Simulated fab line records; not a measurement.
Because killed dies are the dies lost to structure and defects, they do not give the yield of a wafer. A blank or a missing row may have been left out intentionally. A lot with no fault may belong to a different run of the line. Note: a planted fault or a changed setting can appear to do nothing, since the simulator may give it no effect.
fab line records + flow nand_harc
[record]
- lots = 11
- wafers = 33
- last_day = 23
route steps=1159 shown A_BLC@977 A_M0@1001 END@1159
lots with no fault: from the same line, run without faults
start_h: the number of hours between the record's first day and the start of the first shown wafer of the lot + wait_h: hours since the lot's step before + " the same as in the row above + L1.1+2: a row that stands for several wafers + - no value present, or no start provided + * or withheld: withheld + < > ~ a bound
route shown NAME@n: NAME is a module with steps in the file, n the number in the route of the first one + usual: average and standard deviation across the fault-free wafers + same: alike in all rows + chamber/n: place in a boat + sites: the reading at each site + _std_site: standard deviation of those values + _edge_site: outer sites' mean less inner sites' + radius_mm: for every site, how far away it sits from the centre of the wafer + mask NAME#n: copy n + behind: the tool/chamber that last shaped the wafer + hold: what put the lot on hold/how long, in hours/how the hold closed + device: whichever transistor did not switch (one of n, p or np) + end of line: the route-end tests of the same wafers + a step given without rows: its recipe and nothing more + killed: count of dies lost to structure and defects at first sort (not the wafer's yield) + map: dies across one wafer; x = killed, . = not, _ = none there
set.NAME: the setting as run; set.NAME@STEP: as run at that earlier step + model.NAME: the simulator's own value behind a step, which no gauge read
one table for each step of the route and one row for each wafer, over a sample of lots
services: when a tool's chamber went out of use (start_h, in hours from the record's first day, below 0 if earlier), for how many hours, and the reason
[[steps]]
[step NHARC_A_BLC_DESCUM_15]
[recipe]
- time_s = 3
- o2_flow_sccm = 200
- ar_flow_sccm = 0
- bias_power_w = 0
- chemistry = O2
[usual]
- drypump_motor_current_A = 5.7/0.43
- oes_product_au = 0.999/0.016
- rf_vpp_V = 57.8/0.86
- showerhead_plenum_p_Torr = 1.90/0.077
- throttle_valve_pct = 11.310/0.0085
| lot.wafer | tool        | chamber | start_h | wait_h | drypump_motor_current_A | oes_product_au | rf_hours_counter_h | rf_vpp_V | showerhead_plenum_p_Torr | throttle_valve_pct |
|-----------|-------------|---------|---------|--------|-------------------------|----------------|--------------------|----------|--------------------------|--------------------|
| L465.1    | rie_diel-13 | 2       | 397.64  | 0.1    | 6.5                     | 0.975          | 9                  | 55.8     | 1.79                     | 11.312             |
| L465.3    | "           | 0       | "       | "      | 6.0                     | 0.993          | 9                  | 55.8     | 1.77                     | 11.298             |
| L465.6    | "           | 3       | "       | "      | 5.9                     | 1.003          | -                  | 57.5     | 1.87                     | 11.305             |
| L464.2    | rie_diel-02 | 1       | 398.26  | 0.1    | 5.7                     | 0.995          | 23                 | 59.1     | 1.93                     | 11.307             |
| L464.3    | "           | 3       | "       | "      | 4.9                     | 1.018          | 25                 | 57.1     | 1.94                     | 11.303             |
| L464.5    | "           | 0       | "       | "      | 6.3                     | 0.996          | -                  | 56.7     | 1.86                     | 11.305             |
| L467.3    | rie_diel-02 | 3       | 401.20  | 0.2    | 4.9                     | 1.014          | 27                 | 59.1     | 1.94                     | 11.311             |
| L467.5    | "           | 0       | "       | "      | 6.3                     | 1.002          | -                  | 59.6     | 1.86                     | 11.329             |
| L467.6    | "           | 1       | "       | "      | 5.7                     | 0.994          | -                  | 57.7     | 1.93                     | 11.303             |
| L471.2    | rie_diel-02 | 2       | 431.60  | 0.1    | 5.7                     | 1.020          | 35                 | 58.3     | 1.80                     | 11.316             |
| L471.6    | "           | 1       | "       | "      | 5.7                     | 0.996          | -                  | 57.3     | 1.92                     | 11.310             |
| L471.5    | "           | 2       | "       | "      | 5.7                     | 1.011          | -                  | 57.3     | 1.80                     | 11.307             |
| L472.4    | rie_diel-03 | 3       | 444.18  | 0.1    | 5.6                     | 1.018          | 6                  | 58.1     | 1.88                     | 11.327             |
| L472.1    | "           | 0       | "       | "      | 5.9                     | 0.995          | 6                  | 57.8     | 1.98                     | 11.305             |
| L472.5    | "           | 2       | "       | "      | 5.6                     | 0.962          | -                  | 58.0     | 1.96                     | 11.299             |
| L473.1    | rie_diel-03 | 3       | 455.02  | 0.1    | 5.6                     | 1.028          | 7                  | 59.5     | 1.88                     | 11.313             |
| L473.3    | "           | 0       | "       | "      | 5.8                     | 1.008          | 7                  | 57.7     | 1.98                     | 11.304             |
| L473.5    | "           | 1       | "       | "      | 4.9                     | 1.003          | -                  | 58.1     | 1.89                     | 11.312             |
| L477.3    | rie_diel-03 | 0       | 461.77  | 0.1    | 5.8                     | 0.998          | 7                  | 58.1     | 1.98                     | 11.299             |
| L477.1    | "           | 2       | "       | "      | 5.6                     | 0.972          | 7                  | 58.5     | 1.96                     | 11.301             |
| L477.5    | "           | 1       | "       | "      | 5.0                     | 1.014          | -                  | 56.8     | 1.89                     | 11.295             |
| L479.4    | rie_diel-03 | 2       | 479.70  | 0.1    | 5.6                     | 0.973          | 11                 | 57.8     | 1.96                     | 11.309             |
| L479.3    | "           | 3       | "       | "      | 5.6                     | 1.017          | 10                 | 58.3     | 1.88                     | 11.291             |
| L479.5    | "           | 3       | "       | "      | 5.6                     | 1.012          | -                  | 57.6     | 1.88                     | 11.306             |
| L480.1    | rie_diel-13 | 3       | 480.45  | 0.1    | 5.9                     | 0.988          | 2                  | 58.8     | 1.86                     | 11.313             |
| L480.3    | "           | 0       | "       | "      | 6.0                     | 1.010          | 2                  | 58.0     | 1.77                     | 11.319             |
| L480.5    | "           | 2       | "       | "      | 6.5                     | 1.010          | -                  | 56.4     | 1.79                     | 11.293             |
| L484.1    | rie_diel-13 | 0       | 499.50  | 0.1    | 6.0                     | 0.995          | 4                  | 58.2     | 1.77                     | 11.309             |
| L484.3    | "           | 2       | "       | "      | 6.5                     | 0.989          | 3                  | 57.0     | 1.79                     | 11.307             |
| L484.6    | "           | 1       | "       | "      | 6.2                     | 1.013          | -                  | 58.0     | 2.05                     | 11.315             |
| L482.1    | rie_diel-13 | 1       | 502.63  | 0.1    | 6.2                     | 1.030          | 4                  | 57.7     | 2.05                     | 11.311             |
| L482.2    | "           | 2       | "       | "      | 6.5                     | 1.003          | 3                  | 55.7     | 1.79                     | 11.306             |
| L482.6    | "           | 0       | "       | "      | 6.0                     | 1.009          | -                  | 57.7     | 1.77                     | 11.316             |
[step NHARC_A_BLC_ETCH_16]
[recipe]
- target_depth_a = 390
- over_etch_frac = 0.3
- time_s = 65
- ion_energy_ev = 80
- cf4_flow_sccm = 150
- ar_flow_sccm = 0
- rf_w = 300
- bias_w = 100
- chemistry = CF4
[usual]
- drypump_motor_current_A = 5.7/0.45
- oes_product_au = 0.999/0.015
- rf_vpp_V = 151.1/1.2
- showerhead_plenum_p_Torr = 1.76/0.067
- throttle_valve_pct = 13.284/0.0093
| lot.wafer | tool        | chamber | start_h | wait_h | drypump_motor_current_A | oes_product_au | rf_hours_counter_h | rf_vpp_V | showerhead_plenum_p_Torr | throttle_valve_pct |
|-----------|-------------|---------|---------|--------|-------------------------|----------------|--------------------|----------|--------------------------|--------------------|
| L465.3    | rie_diel-13 | 2       | 397.73  | 0.1    | 6.5                     | 0.977          | 9                  | 150.2    | 1.66                     | 13.282             |
| L465.1    | "           | 3       | "       | "      | 5.9                     | 1.006          | 9                  | 150.6    | 1.73                     | 13.269             |
| L465.6    | "           | 2       | "       | "      | 6.5                     | 0.988          | -                  | 150.7    | 1.66                     | 13.306             |
| L464.2    | rie_diel-02 | 0       | 398.40  | 0.1    | 6.3                     | 0.997          | 23                 | 151.6    | 1.72                     | 13.276             |
| L464.3    | "           | 2       | "       | "      | 5.7                     | 1.012          | 25                 | 148.9    | 1.68                     | 13.284             |
| L464.5    | "           | 0       | "       | "      | 6.3                     | 1.020          | -                  | 150.0    | 1.72                     | 13.280             |
| L467.3    | rie_diel-02 | 0       | 401.47  | 0.3    | 6.3                     | 0.994          | 24                 | 150.7    | 1.72                     | 13.293             |
| L467.5    | "           | 2       | "       | "      | 5.7                     | 1.006          | -                  | 151.5    | 1.68                     | 13.284             |
| L467.6    | "           | 3       | "       | "      | 4.9                     | 1.017          | -                  | 151.0    | 1.79                     | 13.273             |
| L471.2    | rie_diel-02 | 3       | 431.70  | 0.1    | 4.9                     | 1.004          | 38                 | 151.7    | 1.79                     | 13.284             |
| L471.5    | "           | 1       | "       | "      | 5.7                     | 0.995          | -                  | 150.7    | 1.78                     | 13.268             |
| L471.6    | "           | 2       | "       | "      | 5.7                     | 1.015          | -                  | 149.6    | 1.68                     | 13.288             |
| L472.4    | rie_diel-03 | 0       | 444.24  | 0.1    | 5.8                     | 1.003          | 6                  | 152.1    | 1.82                     | 13.290             |
| L472.1    | "           | 1       | "       | "      | 4.9                     | 0.994          | 6                  | 151.7    | 1.75                     | 13.268             |
| L472.5    | "           | 0       | "       | "      | 5.9                     | 1.007          | -                  | 151.2    | 1.82                     | 13.298             |
| L473.1    | rie_diel-03 | 1       | 455.10  | 0.1    | 4.9                     | 1.000          | 7                  | 150.4    | 1.75                     | 13.268             |
| L473.3    | "           | 2       | "       | "      | 5.6                     | 0.961          | 7                  | 151.7    | 1.81                     | 13.304             |
| L473.5    | "           | 3       | "       | "      | 5.6                     | 1.002          | -                  | 149.6    | 1.74                     | 13.273             |
| L477.3    | rie_diel-03 | 2       | 461.86  | 0.1    | 5.6                     | 0.974          | 7                  | 151.6    | 1.81                     | 13.280             |
| L477.1    | "           | 3       | "       | "      | 5.6                     | 1.008          | 7                  | 150.3    | 1.74                     | 13.288             |
| L477.5    | "           | 2       | "       | "      | 5.6                     | 0.970          | -                  | 151.9    | 1.81                     | 13.284             |
| L479.4    | rie_diel-03 | 1       | 479.79  | 0.1    | 4.9                     | 1.009          | 10                 | 150.5    | 1.75                     | 13.284             |
| L479.3    | "           | 3       | "       | "      | 5.6                     | 1.007          | 10                 | 149.9    | 1.74                     | 13.303             |
| L479.5    | "           | 1       | "       | "      | 5.0                     | 1.004          | -                  | 152.0    | 1.75                     | 13.278             |
| L480.1    | rie_diel-13 | 3       | 480.53  | 0.1    | 5.9                     | 1.000          | 2                  | 149.9    | 1.73                     | 13.277             |
| L480.3    | "           | 0       | "       | "      | 6.0                     | 1.010          | 2                  | 149.0    | 1.64                     | 13.277             |
| L480.5    | "           | 3       | "       | "      | 5.9                     | 0.989          | -                  | 151.9    | 1.73                     | 13.291             |
| L484.1    | rie_diel-13 | 2       | 499.59  | 0.1    | 6.5                     | 1.003          | 3                  | 150.4    | 1.66                     | 13.293             |
| L484.3    | "           | 3       | "       | "      | 5.9                     | 1.002          | 4                  | 150.3    | 1.73                     | 13.295             |
| L484.6    | "           | 2       | "       | "      | 6.4                     | 1.004          | -                  | 150.8    | 1.66                     | 13.294             |
| L482.2    | rie_diel-13 | 0       | 502.70  | 0.1    | 6.0                     | 1.011          | 4                  | 149.6    | 1.64                     | 13.281             |
| L482.1    | "           | 1       | "       | "      | 6.2                     | 1.013          | 4                  | 152.5    | 1.88                     | 13.290             |
| L482.6    | "           | 3       | "       | "      | 5.8                     | 0.986          | -                  | 152.3    | 1.73                     | 13.285             |
[step NHARC_A_M0_EXPOSE_06]
[recipe]
- na = 1.35
- target_cd_nm = 80
- dose_mj = 83.25
- mask_id = A_M0
[usual]
- exposure_dose_mJ_cm2 = 83.27/0.087
| lot.wafer | tool            | chamber | start_h | wait_h | mask   | exposure_dose_mJ_cm2 |
|-----------|-----------------|---------|---------|--------|--------|----------------------|
| L465.1    | arfi_scanner-03 | 0       | 401.57  | -      | A_M0#0 | 83.25                |
| L465.3    | "               | 0       | "       | "      | A_M0#0 | 83.32                |
| L465.6    | "               | 0       | "       | "      | A_M0#0 | 83.25                |
| L464.2    | arfi_scanner-01 | 0       | 402.03  | -      | A_M0#0 | 83.47                |
| L464.3    | "               | 0       | "       | "      | A_M0#0 | 83.30                |
| L464.5    | "               | 0       | "       | "      | A_M0#0 | 83.35                |
| L467.3    | arfi_scanner-02 | 0       | 405.15  | -      | A_M0#0 | 83.36                |
| L467.5    | "               | 0       | "       | "      | A_M0#0 | 83.46                |
| L467.6    | "               | 0       | "       | "      | A_M0#0 | 83.35                |
| L471.2    | arfi_scanner-02 | 0       | 440.93  | -      | A_M0#0 | 83.10                |
| L471.5    | "               | 0       | "       | "      | A_M0#0 | 83.24                |
| L471.6    | "               | 0       | "       | "      | A_M0#0 | 83.32                |
| L472.1    | arfi_scanner-03 | 0       | 454.35  | -      | A_M0#0 | 85.49                |
| L472.4    | "               | 0       | "       | "      | A_M0#0 | 85.59                |
| L472.5    | "               | 0       | "       | "      | A_M0#0 | 85.56                |
| L473.1    | arfi_scanner-03 | 0       | 461.04  | -      | A_M0#0 | 85.20                |
| L473.3    | "               | 0       | "       | "      | A_M0#0 | 85.05                |
| L473.5    | "               | 0       | "       | "      | A_M0#0 | 85.14                |
| L477.1    | arfi_scanner-02 | 0       | 465.54  | -      | A_M0#0 | 83.21                |
| L477.3    | "               | 0       | "       | "      | A_M0#0 | 83.28                |
| L477.5    | "               | 0       | "       | "      | A_M0#0 | 83.29                |
| L479.3    | arfi_scanner-01 | 0       | 493.21  | -      | A_M0#0 | 83.36                |
| L479.4    | "               | 0       | "       | "      | A_M0#0 | 83.32                |
| L479.5    | "               | 0       | "       | "      | A_M0#0 | 83.24                |
| L480.1    | arfi_scanner-02 | 0       | 493.44  | -      | A_M0#0 | 83.41                |
| L480.3    | "               | 0       | "       | "      | A_M0#0 | 83.21                |
| L480.5    | "               | 0       | "       | "      | A_M0#0 | 83.22                |
| L484.1    | arfi_scanner-01 | 0       | 503.81  | -      | A_M0#0 | 83.27                |
| L484.3    | "               | 0       | "       | "      | A_M0#0 | 83.23                |
| L484.6    | "               | 0       | "       | "      | A_M0#0 | 83.23                |
| L482.1    | arfi_scanner-01 | 0       | 506.20  | -      | A_M0#0 | 83.21                |
| L482.2    | "               | 0       | "       | "      | A_M0#0 | 83.20                |
| L482.6    | "               | 0       | "       | "      | A_M0#0 | 83.19                |
[step NHARC_A_M0_ETCH_15]
[recipe]
- target_depth_a = 1500
- overetch_a = 150
- time_s = 82.5
- c4f8_flow_sccm = withheld
- ar_flow_sccm = 400
- rf_w = 600
- bias_w = 300
- chemistry = C4F8/Ar
[usual]
- oes_product_au = 0.946/0.025
- rf_vpp_V = 440/3.1
| lot.wafer | tool        | chamber | start_h | wait_h | oes_product_au | rf_hours_counter_h | rf_vpp_V |
|-----------|-------------|---------|---------|--------|----------------|--------------------|----------|
| L465.1    | rie_diel-07 | 2       | -       | -      | 0.919          | 11                 | 437      |
| L465.3    | "           | 3       | "       | "      | 0.925          | 10                 | 440      |
| L465.6    | "           | 1       | "       | "      | 0.946          | -                  | 444      |
| L464.2    | rie_diel-07 | 2       | -       | -      | 0.909          | 11                 | 436      |
| L464.3    | "           | 3       | "       | "      | 0.938          | 10                 | 437      |
| L464.5    | "           | 3       | "       | "      | 0.927          | -                  | 437      |
| L467.3    | rie_diel-07 | 0       | -       | -      | 0.966          | 12                 | 438      |
| L467.6    | "           | 1       | "       | "      | 0.998          | -                  | 446      |
| L467.5    | "           | 2       | "       | "      | 0.972          | -                  | 438      |
| L471.2    | rie_diel-04 | 2       | -       | -      | 0.922          | 8                  | 439      |
| L471.5    | "           | 2       | "       | "      | 0.926          | -                  | 439      |
| L471.6    | "           | 3       | "       | "      | 0.929          | -                  | 444      |
| L472.4    | rie_diel-04 | 1       | -       | -      | 0.970          | 14                 | 439      |
| L472.1    | "           | 2       | "       | "      | 0.973          | 9                  | 439      |
| L472.5    | "           | 0       | "       | "      | 0.966          | -                  | 442      |
| L473.3    | rie_diel-04 | 0       | -       | -      | 0.916          | 11                 | 444      |
| L473.1    | "           | 2       | "       | "      | 0.924          | 9                  | 439      |
| L473.5    | "           | 0       | "       | "      | 0.921          | -                  | 443      |
| L477.1    | rie_diel-06 | 0       | 466.12  | -      | 1.001          | 3                  | 442      |
| L477.3    | "           | 1       | "       | "      | 0.999          | 3                  | 439      |
| L477.5    | "           | 2       | "       | "      | 0.985          | -                  | 445      |
| L479.4    | rie_diel-07 | 2       | -       | -      | 0.932          | 8                  | 437      |
| L479.3    | "           | 1       | "       | "      | 0.954          | 8                  | 444      |
| L479.5    | "           | 3       | "       | "      | 0.943          | -                  | 438      |
| L480.3    | rie_diel-04 | 3       | -       | -      | 0.956          | 1                  | 444      |
| L480.1    | "           | 0       | "       | "      | 0.959          | 1                  | 444      |
| L480.5    | "           | 3       | "       | "      | 0.971          | -                  | 443      |
| L484.3    | rie_diel-06 | 1       | -       | -      | 0.949          | 6                  | 438      |
| L484.1    | "           | 0       | "       | "      | 0.968          | 7                  | 445      |
| L484.6    | "           | 1       | "       | "      | 0.946          | -                  | 439      |
| L482.2    | rie_diel-06 | 1       | -       | -      | 0.908          | 6                  | 439      |
| L482.1    | "           | 3       | "       | "      | 0.910          | 6                  | 441      |
| L482.6    | "           | 1       | "       | "      | 0.904          | -                  | 438      |
[step NHARC_END_SORT_01]
[recipe]
- temp_c = 25
[usual]
- defect_limited_yield = 95.1/1.5
- killed_at_array = 29/10
- killed_at_other = 0.7/1
- killed_at_periphery = 3.7/2.6
- killed_dies = 33/10
- killed_open = 3.4/1.8
- killed_short = 1.8/1.3
- sort_bin_2_pct = 1.5/0.64
- sort_bin_3_pct = 0.29/0.24
- sort_bin_4_pct = 3.1/0.95
- sort_n_pass = 644/10
- sort_rim_yield_pct = 96.9/2.6
- sort_yield_pct = 95.1/1.5
[same]
- gross_dies = 677
- sort_bin_5_pct[%] = 0
- sort_bin_6_pct[%] = 0
- sort_bin_7_pct[%] = 0
- sort_bin_8_pct[%] = 0
- sort_rim_n_gross = 106.00
| lot.wafer | tool      | chamber | start_h | wait_h | defect_limited_yield[%] | killed_at_array | killed_at_other | killed_at_periphery | killed_dies | killed_open | killed_short | sort_bin_2_pct[%] | sort_bin_3_pct[%] | sort_bin_4_pct[%] | sort_n_pass | sort_rim_yield_pct[%] | sort_yield_pct[%] |
|-----------|-----------|---------|---------|--------|-------------------------|-----------------|-----------------|---------------------|-------------|-------------|--------------|-------------------|-------------------|-------------------|-------------|-----------------------|-------------------|
| L472.1    | prober-01 | 0       | 496.14  | 2.5    | 94.5                    | 31              | 0               | 6                   | 37          | 4           | 1            | 2.5               | 0.30              | 2.7               | 640         | 99.1                  | 94.5              |
| L472.4    | prober-01 | 0       | 498.56  | 3.4    | 94.4                    | 35              | 0               | 3                   | 38          | 4           | 2            | 1.3               | 0.30              | 4.0               | 639         | 89.6                  | 94.4              |
| L472.5    | prober-01 | 0       | 499.37  | 3.7    | 95.4                    | 26              | 1               | 4                   | 31          | 1           | 3            | 1.5               | 0.15              | 3.0               | 646         | 95.3                  | 95.4              |
| L473.1    | prober-02 | 0       | 500.21  | 2.5    | 96.5                    | 20              | 0               | 4                   | 24          | 1           | 0            | 0.9               | 0.30              | 2.4               | 653         | 99.1                  | 96.5              |
| L473.3    | prober-02 | 0       | 501.79  | 3.1    | 97.5                    | 12              | 1               | 4                   | 17          | 3           | 1            | 0.6               | 0                 | 1.9               | 660         | 100.0                 | 97.5              |
| L473.5    | prober-02 | 0       | 503.38  | 3.7    | 97.3                    | 17              | 0               | 1                   | 18          | 3           | 0            | 0.4               | 0                 | 2.2               | 659         | 98.1                  | 97.3              |
| L480.1    | prober-01 | 0       | 535.88  | 2.5    | 97.2                    | 17              | 0               | 2                   | 19          | 2           | 2            | 0.9               | 0                 | 1.9               | 658         | 100.0                 | 97.2              |
| L480.3    | prober-01 | 0       | 537.48  | 3.1    | 95.0                    | 29              | 0               | 5                   | 34          | 7           | 5            | 1.8               | 0.15              | 3.1               | 643         | 99.1                  | 95.0              |
| L480.5    | prober-01 | 0       | 539.09  | 3.7    | 96.3                    | 23              | 0               | 2                   | 25          | 2           | 2            | 0.7               | 0.30              | 2.7               | 652         | 96.2                  | 96.3              |
// killed by level:class
L472.1 A_CHANNEL_HOLE_D1:chamber_film_flake=22 A_STAIRCASE:chamber_film_flake=4 P_ZERO_WELL:chamber_film_flake=3 A_CONTACT:chamber_film_flake=2 P_GATE:geometric_particle:open=1 P_CONTACT:geometric_particle:open=1 A_SGD_CUT:geometric_particle:short=1 A_CONTACT:geometric_particle:open=1
L472.4 A_CHANNEL_HOLE_D1:chamber_film_flake=26 A_STAIRCASE:chamber_film_flake=3 P_ZERO_WELL:chamber_film_flake=2 P_M0:geometric_particle:open=1 A_ONON_D1:geometric_particle:short=1 A_STAIRCASE:geometric_particle:open=1 A_SGD_CUT:geometric_particle:open=1 A_WL_FILL:geometric_particle:short=1
L472.5 A_CHANNEL_HOLE_D1:chamber_film_flake=15 A_STAIRCASE:chamber_film_flake=5 A_SGD_CUT:geometric_particle:short=2 P_ZERO_WELL:chamber_film_flake=2 A_SLIT:chamber_film_flake=2 P_CONTACT:geometric_particle:short=1 A_BLC:geometric_particle:open=1 P_GATE:chamber_film_flake=1
L473.1 A_STAIRCASE:chamber_film_flake=9 A_CHANNEL_HOLE_D1:chamber_film_flake=6 P_GATE:chamber_film_flake=4 A_WL_FILL:chamber_film_flake=2 A_CONTACT:geometric_particle:open=1 A_ZERO_WELL:chamber_film_flake=1 A_CONTACT:chamber_film_flake=1
L473.3 P_GATE:chamber_film_flake=3 A_CHANNEL_HOLE_D1:chamber_film_flake=3 A_STAIRCASE:chamber_film_flake=2 P_CONTACT:geometric_particle:open=1 A_CHANNEL_FILL_D1:geometric_particle:short=1 A_CHANNEL_FILL_D1:geometric_particle:open=1 A_CONTACT:geometric_particle:open=1 A_ZERO_WELL:chamber_film_flake=1
L473.5 A_STAIRCASE:chamber_film_flake=5 A_CHANNEL_HOLE_D1:chamber_film_flake=3 A_CONTACT:chamber_film_flake=3 A_WL_FILL:chamber_film_flake=2 A_CONTACT:geometric_particle:open=1 A_M0:geometric_particle:open=1 A_M1:geometric_particle:open=1 P_GATE:chamber_film_flake=1
L480.1 A_CHANNEL_HOLE_D1:chamber_film_flake=8 A_STAIRCASE:chamber_film_flake=3 A_CONTACT:chamber_film_flake=3 P_CONTACT:geometric_particle:open=1 A_SGD_CUT:geometric_particle:short=1 A_WL_FILL:geometric_particle:short=1 A_CONTACT:geometric_particle:open=1 P_ZERO_WELL:chamber_film_flake=1
L480.3 A_CHANNEL_HOLE_D1:chamber_film_flake=11 A_CONTACT:chamber_film_flake=5 A_STAIRCASE:chamber_film_flake=3 P_CONTACT:geometric_particle:open=2 A_WL_FILL:geometric_particle:short=2 A_M0:geometric_particle:short=2 A_M1:geometric_particle:open=2 P_STI:chamber_film_flake=2
L480.5 A_CHANNEL_HOLE_D1:chamber_film_flake=12 A_CONTACT:chamber_film_flake=5 A_CONTACT:geometric_particle:open=2 P_STI:chamber_film_flake=2 A_STAIRCASE:chamber_film_flake=2 A_ONON_D1:geometric_particle:short=1 A_WL_FILL:geometric_particle:short=1
[[services]]
| tool            | chamber | start_h | hours | kind   |
|-----------------|---------|---------|-------|--------|
| arfi_scanner-02 | -       | 378.33  | 0.5   | repair |
| rie_diel-13     | 0       | 383.00  | -     | clean  |
| rie_diel-13     | 1       | 383.00  | -     | clean  |
| rie_diel-13     | 2       | 383.00  | -     | clean  |
| rie_diel-13     | 3       | 383.00  | -     | clean  |
| rie_diel-04     | 2       | 384.16  | 13.6  | repair |
| rie_diel-03     | 0       | 387.72  | 3.5   | repair |
| rie_diel-03     | -       | 392.44  | 9.0   | pm     |
| rie_diel-04     | 2       | 407.51  | 9.3   | repair |
| rie_diel-02     | 2       | 411.14  | 4.3   | repair |
| rie_diel-06     | -       | 418.39  | 9.0   | pm     |
| rie_diel-07     | 3       | 418.76  | 12.8  | repair |
| arfi_scanner-02 | -       | 420.67  | 1.5   | repair |
| arfi_scanner-02 | -       | 428.01  | 4.0   | pm     |
| rie_diel-04     | 3       | 443.74  | 6.8   | repair |
| rie_diel-13     | -       | 453.00  | 9.0   | pm     |
| arfi_scanner-01 | -       | 453.55  | 4.1   | repair |
| rie_diel-02     | 3       | 456.78  | 6.1   | repair |
| rie_diel-13     | 2       | 470.62  | 8.9   | repair |
| rie_diel-02     | 0       | 478.37  | 8.8   | repair |
| arfi_scanner-03 | -       | 484.00  | 4.0   | pm     |
| arfi_scanner-02 | -       | 487.95  | 2.3   | repair |
| rie_diel-06     | 2       | 505.68  | 22.6  | repair |
| rie_diel-02     | -       | 505.73  | 9.0   | pm     |
[[key]]
[first_sign]
- step = NHARC_A_M0_EXPOSE_06
- reading = exposure_dose_mJ_cm2
- direction = up
- sigmas = 24
- usual = 83.27
- struck = 85.34
effect none on later readings
met_at NHARC_A_M0_EXPOSE_06
struck_lots L472,L473
[loop_trim]
- step = NHARC_A_M0_EXPOSE_06
- setting = dose
- lots = L473
not_acting_at NHARC_A_BLC_DESCUM_15,NHARC_A_BLC_ETCH_16,NHARC_A_M0_ETCH_15
onset_between 401.57 454.35
[fault]
- kind = process_parameter_drift
- tool = arfi_scanner-03
- chamber = -
- onset_h = 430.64
- steps = NHARC_A_M0_EXPOSE_06
- channel = dose_mj
- offset = 2.3656
- shape = step
- acts_in = these_recipes_only
- stated = 83.25
// loop_trim: a control loop set the setting to another value than it would have without faults
